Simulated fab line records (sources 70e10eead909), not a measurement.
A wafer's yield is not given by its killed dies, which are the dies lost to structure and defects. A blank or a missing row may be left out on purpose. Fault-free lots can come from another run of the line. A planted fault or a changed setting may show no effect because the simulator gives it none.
fab line records ; flow nand_harc
[record] lots = 7; wafers = 21; last_day = 24
route steps=1159 shown P_M2@349 P_BONDPAD@351 END@1159
lots that met no fault: taken from a fault-free run of the same line
start_h: hours from the record's first day to the start of the lot's first wafer shown ; wait_h: hours elapsed since this lot's preceding step ; " the same as in the row above ; L1.1+2: one row covering several wafers at once ; - no value present, or no start provided ; * or withheld: withheld ; < > ~ a bound
route shown NAME@n: NAME is a module with steps in the file, n the number in the route of the first one ; usual: mean/standard deviation of fault-free wafers ; same: alike in all rows ; chamber/n: place in a boat ; sites: per-site readings ; _std_site: how widely they spread, as a standard deviation ; _edge_site: outer sites' mean less inner sites' ; radius_mm: how far each site lies from the wafer's centre ; mask NAME#n: copy n ; behind: the tool/chamber that last shaped the wafer ; hold: why the lot went on hold/how many hours it stayed there/how the hold came to an end ; device: names the non-switching transistor (n, p or np) ; end of line: the same wafers' tests at the end of the route ; a step without rows: its recipe alone ; killed: the dies lost at the first sort to structure and to defects; this is not the yield of the wafer ; map: shows each die of a wafer: x if killed, . if not, _ if none is there
set.NAME: setting as actually run; set.NAME@STEP: the setting as run at that earlier step ; model.NAME: the simulator's own value behind a step, which no gauge read
lots seen at some steps along the route; tables by step, rows by wafer
services: a tool's chamber out of use, with start hour (start_h, from the record's first day; less than 0 if before it), hours out, and reason
[[steps]]
[step NHARC_P_M2_PRE_CLEAN_32]
[recipe] time_s = 12; temp_c = 370; rf_power_w = 300; gas = NH3
[usual] heater_power_w = 628/75
lot.wafer;tool;chamber;start_h;wait_h;heater_power_w
L477.3;pecvd-04;1;136.90;0.1;562
L477.2;pecvd-04;0;136.90;0.1;530
L477.5;pecvd-04;0;136.90;0.1;540
L478.2;pecvd-02;1;145.87;0.1;485
L478.1;pecvd-02;0;145.87;0.1;746
L478.6;pecvd-02;1;145.87;0.1;486
L481.2;pecvd-03;1;151.72;0.1;563
L481.3;pecvd-03;2;151.72;0.1;571
L481.6;pecvd-03;2;151.72;0.1;577
L482.2;pecvd-02;0;166.88;0.1;741
L482.6;pecvd-02;0;166.88;0.1;762
L482.5;pecvd-02;2;166.88;0.1;676
L484.3;pecvd-03;1;182.09;0.1;590
L484.6;pecvd-03;1;182.09;0.1;592
L484.5;pecvd-03;0;182.09;0.1;565
L489.2;pecvd-02;0;206.96;0.1;633
L489.3;pecvd-02;2;206.96;0.1;658
L489.4;pecvd-02;2;206.96;0.1;665
L498.6;pecvd-02;0;259.33;0.1;737
L498.4;pecvd-02;1;259.33;0.1;550
L498.5;pecvd-02;2;259.33;0.1;723
[step NHARC_P_M2_DEP_33]
[recipe] target_thk_a = 300; temp_c = 370; target_thk_nm = 30; pressure_torr = 3; flow_sccm = 200; rf_w = 450; material = SiCN
[usual] heater_power_w = 585/78
lot.wafer;tool;chamber;start_h;wait_h;heater_power_w
L477.3;pecvd-04;1;136.98;0.1;488
L477.2;pecvd-04;0;136.98;0.1;574
L477.5;pecvd-04;0;136.98;0.1;585
L478.2;pecvd-02;1;145.95;0.1;480
L478.1;pecvd-02;0;145.95;0.1;698
L478.6;pecvd-02;1;145.95;0.1;455
L481.2;pecvd-03;1;151.83;0.1;605
L481.3;pecvd-03;2;151.83;0.1;561
L481.6;pecvd-03;2;151.83;0.1;566
L482.2;pecvd-02;0;166.95;0.1;665
L482.6;pecvd-02;0;166.95;0.1;693
L482.5;pecvd-02;2;166.95;0.1;661
L484.3;pecvd-03;1;182.17;0.1;610
L484.6;pecvd-03;1;182.17;0.1;609
L484.5;pecvd-03;0;182.17;0.1;530
L489.2;pecvd-02;0;207.04;0.1;616
L489.3;pecvd-02;2;207.04;0.1;587
L489.4;pecvd-02;2;207.04;0.1;588
L498.6;pecvd-02;0;259.50;0.2;671
L498.4;pecvd-02;1;259.50;0.2;474
L498.5;pecvd-02;2;259.50;0.2;683
[step NHARC_P_BONDPAD_DEP_00]
[recipe] target_thk_a = 2500; temp_c = 370; target_thk_nm = 250; pressure_torr = 3; flow_sccm = 200; rf_w = 450; material = SiCN
[usual] heater_power_w = 567/68
lot.wafer;tool;chamber;start_h;wait_h;heater_power_w
L477.3;pecvd-03;2;137.39;-;565
L477.2;pecvd-03;0;137.39;-;437
L477.5;pecvd-03;2;137.39;-;593
L478.2;pecvd-03;2;146.37;-;608
L478.1;pecvd-03;1;146.37;-;634
L478.6;pecvd-03;1;146.37;-;631
L481.2;pecvd-04;1;152.23;-;548
L481.3;pecvd-04;1;152.23;-;537
L481.6;pecvd-04;0;152.23;-;518
L482.2;pecvd-03;0;167.37;-;461
L482.5;pecvd-03;0;167.37;-;475
L482.6;pecvd-03;2;167.37;-;618
L484.3;pecvd-02;2;183.02;-;680
L484.6;pecvd-02;0;183.02;-;686
L484.5;pecvd-02;2;183.02;-;564
L489.3;pecvd-03;1;207.68;-;585
L489.2;pecvd-03;2;207.68;-;520
L489.4;pecvd-03;0;207.68;-;493
L498.5;pecvd-03;2;259.92;-;613
L498.6;pecvd-03;0;259.92;-;473
L498.4;pecvd-03;1;259.92;-;611
[step NHARC_P_BONDPAD_CMP_32]
[recipe] target_thk_nm = 200; material = SiCN
[usual] motor_current_A = 11.9/1.1
lot.wafer;tool;chamber;start_h;wait_h;motor_current_A
L477.2;cmp-03;1;137.80;-;12.6
L477.3;cmp-03;0;137.80;-;12.3
L477.5;cmp-03;2;137.80;-;11.1
L478.1;cmp-01;3;146.80;-;9.7
L478.2;cmp-01;1;146.80;-;11.3
L478.6;cmp-01;3;146.80;-;9.6
L481.2;cmp-02;0;152.80;0.5;10.6
L481.3;cmp-02;2;152.80;0.5;12.8
L481.6;cmp-02;0;152.80;0.5;10.8
L482.2;cmp-02;3;167.77;-;10.4
L482.6;cmp-02;3;167.77;-;10.5
L482.5;cmp-02;0;167.77;-;10.8
L484.3;cmp-03;0;183.41;-;11.7
L484.6;cmp-03;1;183.41;-;12.5
L484.5;cmp-03;2;183.41;-;11.8
L489.3;cmp-02;2;208.11;-;12.8
L489.4;cmp-02;3;208.11;-;10.1
L489.2;cmp-02;0;208.11;-;10.9
L498.4;cmp-03;1;260.27;-;12.6
L498.6;cmp-03;2;260.27;-;11.2
L498.5;cmp-03;3;260.27;-;14.5
[step NHARC_P_BONDPAD_THK_MEAS_33]
[recipe] thk_meas_gauge = ellipsometry
[usual] thk_nm = 200.1/1.6
lot.wafer;tool;chamber;start_h;wait_h;thk_nm
L477.2;film_metro-01;-;138.05;0.2;200.3
L477.3;film_metro-01;-;138.05;0.2;201.6
L477.5;film_metro-01;-;138.05;0.2;199.1
L478.1;film_metro-02;-;147.02;0.2;200.7
L478.2;film_metro-02;-;147.02;0.2;198.5
L478.6;film_metro-02;-;147.02;0.2;199.3
L481.2;film_metro-01;-;153.05;0.2;201.4
L481.3;film_metro-01;-;153.05;0.2;198.7
L481.6;film_metro-01;-;153.05;0.2;200.1
L482.2;film_metro-02;-;168.03;0.2;198.6
L482.5;film_metro-02;-;168.03;0.2;201.0
L482.6;film_metro-02;-;168.03;0.2;200.2
L484.3;film_metro-01;-;183.59;0.2;201.6
L484.5;film_metro-01;-;183.59;0.2;200.4
L484.6;film_metro-01;-;183.59;0.2;201.5
L489.2;film_metro-01;-;208.34;0.1;203.8
L489.3;film_metro-01;-;208.34;0.1;198.8
L489.4;film_metro-01;-;208.34;0.1;200.6
L498.4;film_metro-02;-;260.45;0.2;198.2
L498.5;film_metro-02;-;260.45;0.2;200.5
L498.6;film_metro-02;-;260.45;0.2;202.5
[step NHARC_P_BONDPAD_SRD_34]
[step NHARC_P_BONDPAD_DEHYDRATE_01]
[recipe] temp_c = 150; time_s = 120
[step NHARC_P_BONDPAD_HMDS_02]
[recipe] time_s = 30
[step NHARC_P_BONDPAD_COAT_36]
[recipe] temp_c = 200; time_s = 65
[step NHARC_P_BONDPAD_COAT_03]
[recipe] spin_rpm = 2000; resist_thk_nm = 600
[step NHARC_P_BONDPAD_SOFTBAKE_04]
[recipe] temp_c = 125; time_s = 70
[step NHARC_P_BONDPAD_EBR_05]
[step NHARC_P_BONDPAD_EXPOSE_06]
[recipe] na = 0.55; dose_mj = 37.06; mask_id = P_BPAD
[usual] exposure_dose_mJ_cm2 = 37.04/0.037; focus_offset_nm = 0.0/0.61; reticle_temp_C = 23.00/0.11
lot.wafer;tool;chamber;start_h;wait_h;mask;exposure_dose_mJ_cm2;focus_offset_nm;reticle_temp_C
L477.2;krf_scanner-01;0;138.47;-;P_BPAD#0;37.04;-1.0;23.12
L477.3;krf_scanner-01;0;138.47;-;P_BPAD#0;37.10;-0.1;23.13
L477.5;krf_scanner-01;0;138.47;-;P_BPAD#0;37.00;0.0;23.32
L478.1;krf_scanner-01;0;147.31;-;P_BPAD#0;31.74;1.3;23.06
L478.2;krf_scanner-01;0;147.31;-;P_BPAD#0;31.74;-0.1;23.05
L478.6;krf_scanner-01;0;147.31;-;P_BPAD#0;31.67;0.1;23.00
L481.2;krf_scanner-02;0;153.34;-;P_BPAD#0;37.07;-0.3;22.90
L481.3;krf_scanner-02;0;153.34;-;P_BPAD#0;37.05;-0.7;22.96
L481.6;krf_scanner-02;0;153.34;-;P_BPAD#0;37.05;-1.2;22.87
L482.2;krf_scanner-01;0;168.47;-;P_BPAD#0;32.82;0.6;22.92
L482.5;krf_scanner-01;0;168.47;-;P_BPAD#0;32.78;0.9;22.94
L482.6;krf_scanner-01;0;168.47;-;P_BPAD#0;32.81;-1.0;23.06
L484.3;krf_scanner-01;0;183.89;-;P_BPAD#0;33.57;0.2;22.82
L484.5;krf_scanner-01;0;183.89;-;P_BPAD#0;33.61;-0.7;22.90
L484.6;krf_scanner-01;0;183.89;-;P_BPAD#0;33.63;-0.2;22.97
L489.2;krf_scanner-02;0;208.75;-;P_BPAD#0;37.00;-0.5;23.03
L489.3;krf_scanner-02;0;208.75;-;P_BPAD#0;37.01;-0.5;22.91
L489.4;krf_scanner-02;0;208.75;-;P_BPAD#0;37.03;0.0;22.83
L498.4;krf_scanner-02;0;260.75;-;P_BPAD#0;37.01;0.0;23.16
L498.5;krf_scanner-02;0;260.75;-;P_BPAD#0;37.08;0.6;23.07
L498.6;krf_scanner-02;0;260.75;-;P_BPAD#0;37.08;0.1;23.01
[step NHARC_P_BONDPAD_PEB_07]
[recipe] peb_temp_c = 128; peb_time_s = 80
[step NHARC_END_SORT_01]
[recipe] temp_c = 25
[usual] defect_limited_yield = 95.3/1.7; killed_at_array = 28/11; killed_at_other = 0.8/1.1; killed_at_periphery = 3.3/2.8; killed_dies = 32/11; killed_open = 3.3/1.9; killed_short = 1.9/1.4; sort_bin_2_pct = 1.4/0.68; sort_bin_3_pct = 0.25/0.24; sort_bin_4_pct = 3.0/1.1; sort_n_pass = 645/11; sort_rim_yield_pct = 95.3/2.5; sort_yield_pct = 95.3/1.7
[same] gross_dies = 677; sort_bin_5_pct[%] = 0; sort_bin_6_pct[%] = 0; sort_bin_7_pct[%] = 0; sort_bin_8_pct[%] = 0; sort_rim_n_gross = 106.00
lot.wafer;tool;chamber;start_h;wait_h;defect_limited_yield[%];killed_at_array;killed_at_other;killed_at_periphery;killed_dies;killed_open;killed_short;sort_bin_2_pct[%];sort_bin_3_pct[%];sort_bin_4_pct[%];sort_n_pass;sort_rim_yield_pct[%];sort_yield_pct[%]
L477.2;prober-01;0;449.47;2.8;96.9;16;3;2;21;5;2;0.3;0;2.8;656;92.5;96.9
L477.3;prober-01;0;450.27;3.1;94.8;30;3;2;35;6;6;1.8;0.15;3.2;642;90.6;94.8
L477.5;prober-01;0;451.85;3.7;95.7;24;0;5;29;8;3;1.2;0.15;3.0;648;91.5;95.7
L478.1;prober-02;0;456.28;2.5;97.2;15;0;4;19;6;0;0.4;0.15;2.2;658;97.2;97.2
L478.2;prober-02;0;457.09;2.8;95.1;20;3;10;33;3;6;1.2;0.15;3.5;644;96.2;95.1
L478.6;prober-02;0;460.32;4.0;96.6;11;1;11;23;4;1;1.0;0.30;2.1;654;97.2;96.6
L481.2;prober-02;0;469.61;2.8;96.5;20;0;4;24;6;1;0.3;0.30;3.0;653;92.5;96.5
L481.3;prober-02;0;470.40;3.1;95.1;25;0;8;33;7;4;1.0;0.74;3.1;644;91.5;95.1
L481.6;prober-02;0;472.80;4.0;95.6;24;0;6;30;3;2;1.6;0.30;2.5;647;98.1;95.6
L482.2;prober-02;0;477.82;2.8;93.5;39;0;5;44;3;2;1.2;0.59;4.7;633;89.6;93.5
L482.5;prober-02;0;480.23;3.7;94.5;34;0;3;37;2;3;1.8;0.15;3.5;640;94.3;94.5
L482.6;prober-02;0;481.04;4.0;95.1;29;1;3;33;7;3;1.2;0.30;3.4;644;98.1;95.1
L484.3;prober-01;0;496.27;3.1;95.6;27;1;2;30;5;3;0.9;0.44;3.1;647;95.3;95.6
L484.5;prober-01;0;497.86;3.7;97.5;13;1;3;17;1;2;0.7;0.30;1.5;660;94.3;97.5
L484.6;prober-01;0;498.65;4.0;94.8;32;1;2;35;6;1;1.8;0.15;3.2;642;97.2;94.8
L489.2;prober-01;0;518.87;2.9;93.2;39;0;7;46;4;0;1.5;0.30;5.0;631;91.5;93.2
L489.3;prober-01;0;519.68;3.2;91.7;46;0;10;56;4;2;2.7;0.74;4.9;621;94.3;91.7
L489.4;prober-01;0;520.48;3.4;93.8;34;1;7;42;5;0;2.2;0.30;3.7;635;95.3;93.8
L498.4;prober-01;0;571.16;3.4;97.2;14;0;5;19;4;2;0.7;0.15;1.9;658;98.1;97.2
L498.5;prober-01;0;571.96;3.7;96.6;20;0;3;23;5;4;0.9;0.30;2.2;654;98.1;96.6
L498.6;prober-01;0;572.76;4.0;96.3;20;0;5;25;5;2;1.3;0;2.4;652;96.2;96.3
// killed by level:class
L477.2 A_SLIT:chamber_film_flake=7 A_ONON_D1:geometric_particle:open=2 A_CHANNEL_HOLE_D1:chamber_film_flake=2 THIN_TSV:chamber_film_flake=2 P_STI:geometric_particle:open=1 A_CHANNEL_FILL_D1:geometric_particle:open=1 A_CONTACT:geometric_particle:short=1 A_M0:geometric_particle:short=1
L477.3 A_SLIT:chamber_film_flake=8 A_STAIRCASE:chamber_film_flake=5 A_CHANNEL_HOLE_D1:chamber_film_flake=4 A_CONTACT:geometric_particle:open=3 A_CHANNEL_FILL_D1:geometric_particle:short=2 THIN_TSV:chamber_film_flake=2 P_M1:geometric_particle:open=1 A_ONON_D1:geometric_particle:open=1
L477.5 A_SLIT:chamber_film_flake=12 P_CONTACT:chamber_film_flake=3 A_CHANNEL_FILL_D1:geometric_particle:open=2 A_CONTACT:geometric_particle:open=2 P_CONTACT:geometric_particle:open=1 A_CHANNEL_HOLE_D1:geometric_particle:short=1 A_CHANNEL_FILL_D1:geometric_particle:short=1 A_SGD_CUT:geometric_particle:short=1
L478.1 A_CONTACT:chamber_film_flake=6 A_CONTACT:geometric_particle:open=2 P_ZERO_WELL:chamber_film_flake=2 P_M0:geometric_particle:open=1 A_SOURCE_PLATE:geometric_particle:open=1 A_ONON_D1:geometric_particle:open=1 A_M0:geometric_particle:open=1 P_BONDPAD:chamber_film_flake=1
L478.2 P_ZERO_WELL:chamber_film_flake=5 A_CONTACT:chamber_film_flake=5 A_CHANNEL_HOLE_D1:chamber_film_flake=3 THIN_TSV:chamber_film_flake=3 A_M0:geometric_particle:open=2 P_STI:chamber_film_flake=2 A_STAIRCASE:chamber_film_flake=2 P_GATE:geometric_particle:short=1
L478.6 P_ZERO_WELL:chamber_film_flake=4 P_BONDPAD:chamber_film_flake=3 P_CONTACT:chamber_film_flake=2 A_STAIRCASE:chamber_film_flake=2 A_CONTACT:chamber_film_flake=2 P_M1:geometric_particle:open=1 A_ONON_D1:geometric_particle:short=1 A_ONON_D1:geometric_particle:open=1
L481.2 A_SLIT:chamber_film_flake=5 A_CHANNEL_HOLE_D1:chamber_film_flake=3 A_CONTACT:chamber_film_flake=3 A_CONTACT:geometric_particle:open=2 P_GATE:chamber_film_flake=2 A_STAIRCASE:chamber_film_flake=2 P_CONTACT:geometric_particle:open=1 A_ONON_D1:geometric_particle:open=1
L481.3 A_SLIT:chamber_film_flake=12 A_STAIRCASE:chamber_film_flake=3 P_M0:geometric_particle:open=2 A_ONON_D1:geometric_particle:open=2 A_CHANNEL_FILL_D1:geometric_particle:short=2 P_ZERO_WELL:chamber_film_flake=2 A_CONTACT:chamber_film_flake=2 P_CONTACT:geometric_particle:short=1
L481.6 A_SLIT:chamber_film_flake=11 P_ZERO_WELL:chamber_film_flake=3 A_CHANNEL_HOLE_D1:chamber_film_flake=3 A_STAIRCASE:chamber_film_flake=3 A_CONTACT:chamber_film_flake=3 A_SGD_CUT:geometric_particle:short=2 P_STI:geometric_particle:open=1 P_M0:geometric_particle:open=1
L482.2 A_CHANNEL_HOLE_D1:chamber_film_flake=19 A_SLIT:chamber_film_flake=11 A_STAIRCASE:chamber_film_flake=4 A_CONTACT:chamber_film_flake=3 P_CONTACT:geometric_particle:short=2 P_CONTACT:geometric_particle:open=1 P_M0:geometric_particle:open=1 A_M0:geometric_particle:open=1
L482.5 A_CHANNEL_HOLE_D1:chamber_film_flake=18 A_SLIT:chamber_film_flake=9 A_STAIRCASE:chamber_film_flake=4 P_CONTACT:geometric_particle:short=1 P_M0:geometric_particle:open=1 P_M1:geometric_particle:short=1 A_CONTACT:geometric_particle:short=1 A_CONTACT:geometric_particle:open=1
L482.6 A_CHANNEL_HOLE_D1:chamber_film_flake=10 A_SLIT:chamber_film_flake=7 A_STAIRCASE:chamber_film_flake=3 A_CHANNEL_HOLE_D1:geometric_particle:open=2 P_CONTACT:geometric_particle:open=1 P_M0:geometric_particle:open=1 A_CHANNEL_HOLE_D1:geometric_particle:short=1 A_CHANNEL_FILL_D1:geometric_particle:short=1
L484.3 A_SGD_CUT:chamber_film_flake=8 A_CHANNEL_HOLE_D1:chamber_film_flake=5 A_STAIRCASE:chamber_film_flake=3 A_BLC:chamber_film_flake=3 A_CONTACT:geometric_particle:open=2 P_M0:geometric_particle:open=1 A_ONON_D1:geometric_particle:open=1 A_CHANNEL_HOLE_D1:geometric_particle:open=1
L484.5 A_STAIRCASE:chamber_film_flake=4 A_CHANNEL_HOLE_D1:chamber_film_flake=3 A_SGD_CUT:chamber_film_flake=3 A_ONON_D1:geometric_particle:short=2 P_M1:chamber_film_flake=2 A_M0:geometric_particle:open=1 P_STI:chamber_film_flake=1 THIN_TSV:chamber_film_flake=1
L484.6 A_CHANNEL_HOLE_D1:chamber_film_flake=7 A_STAIRCASE:chamber_film_flake=7 A_SGD_CUT:chamber_film_flake=6 A_BLC:chamber_film_flake=4 A_CONTACT:geometric_particle:open=3 P_CONTACT:geometric_particle:open=1 A_SGD_CUT:geometric_particle:short=1 A_M0:geometric_particle:open=1
L489.2 A_CHANNEL_HOLE_D1:chamber_film_flake=17 A_SLIT:chamber_film_flake=12 A_STAIRCASE:chamber_film_flake=6 A_M0:geometric_particle:open=2 P_STI:chamber_film_flake=2 P_M1:chamber_film_flake=2 P_GATE:geometric_particle:open=1 P_M1:geometric_particle:open=1
L489.3 A_CHANNEL_HOLE_D1:chamber_film_flake=21 A_SLIT:chamber_film_flake=14 P_M1:chamber_film_flake=7 A_STAIRCASE:chamber_film_flake=2 A_CONTACT:chamber_film_flake=2 P_GATE:geometric_particle:open=1 A_ONON_D1:geometric_particle:open=1 A_ONON_D1:geometric_particle:short=1
L489.4 A_CHANNEL_HOLE_D1:chamber_film_flake=19 A_SLIT:chamber_film_flake=11 P_STI:chamber_film_flake=2 P_GATE:geometric_particle:open=1 P_M2:geometric_particle:open=1 A_WL_FILL:geometric_particle:open=1 A_BLC:geometric_particle:open=1 STARTING-WAFER:geometric_particle:open=1
L498.4 A_CONTACT:chamber_film_flake=7 P_ZERO_WELL:chamber_film_flake=3 A_CHANNEL_HOLE_D1:chamber_film_flake=2 P_GATE:geometric_particle:open=1 P_M0:geometric_particle:open=1 A_CHANNEL_HOLE_D1:geometric_particle:short=1 A_CHANNEL_FILL_D1:geometric_particle:short=1 A_CONTACT:geometric_particle:open=1
L498.5 A_CHANNEL_HOLE_D1:chamber_film_flake=6 A_CONTACT:chamber_film_flake=4 A_STAIRCASE:chamber_film_flake=3 P_CONTACT:geometric_particle:open=2 A_CHANNEL_FILL_D1:geometric_particle:open=2 A_CHANNEL_FILL_D1:geometric_particle:short=2 A_SGD_CUT:geometric_particle:short=1 A_WL_FILL:geometric_particle:short=1
L498.6 A_CHANNEL_HOLE_D1:chamber_film_flake=6 A_CONTACT:chamber_film_flake=5 P_M0:geometric_particle:open=2 A_CHANNEL_FILL_D1:geometric_particle:short=2 P_ZERO_WELL:chamber_film_flake=2 A_CHANNEL_FILL_D1:geometric_particle:open=1 A_CONTACT:geometric_particle:open=1 A_BLC:geometric_particle:open=1
[[services]]
tool;chamber;start_h;hours;kind
cmp-01;-;117.07;3.2;repair
pecvd-02;-;123.22;0.9;repair
pecvd-03;0;124.48;-;clean
cmp-02;-;128.50;4.0;pm
cmp-01;-;133.97;3.2;repair
cmp-01;-;140.08;0.4;repair
pecvd-04;2;148.30;5.7;repair
cmp-01;-;148.99;0.5;repair
pecvd-02;-;153.33;13.0;pm
cmp-03;-;156.93;4.0;pm
cmp-02;-;164.89;2.2;repair
krf_scanner-01;-;171.31;0.4;repair
pecvd-02;-;178.66;1.9;repair
cmp-01;-;179.50;4.0;pm
cmp-02;-;192.04;3.8;repair
pecvd-04;-;195.41;13.0;pm
krf_scanner-01;-;197.45;1.0;repair
pecvd-02;1;197.67;1.8;repair
krf_scanner-02;-;210.00;4.0;pm
cmp-02;-;212.71;2.3;repair
cmp-02;-;226.50;4.0;pm
pecvd-03;-;233.74;1.1;repair
cmp-03;-;254.93;4.0;pm
krf_scanner-01;-;256.00;4.0;pm
[[key]]
[first_sign] step = NHARC_P_BONDPAD_EXPOSE_06; reading = exposure_dose_mJ_cm2; direction = down; sigmas = 99+; usual = 37.04; struck = 32.71
effect none on later readings
met_at NHARC_P_BONDPAD_EXPOSE_06
struck_wafers L478.1,L478.2,L478.6,L482.2,L482.5,L482.6,L484.3,L484.5,L484.6
[loop_trim] step = NHARC_P_BONDPAD_EXPOSE_06; setting = dose; lots = L482,L484
onset_between 138.47 147.31
[fault] kind = process_parameter_drift; tool = krf_scanner-01; chamber = -; onset_h = 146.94; steps = NHARC_P_BONDPAD_EXPOSE_06; channel = dose_mj; offset = -5.2734; shape = step; acts_in = these_recipes_only; stated = 37.06
// loop_trim: a control loop set the setting to another value than it would have without faults
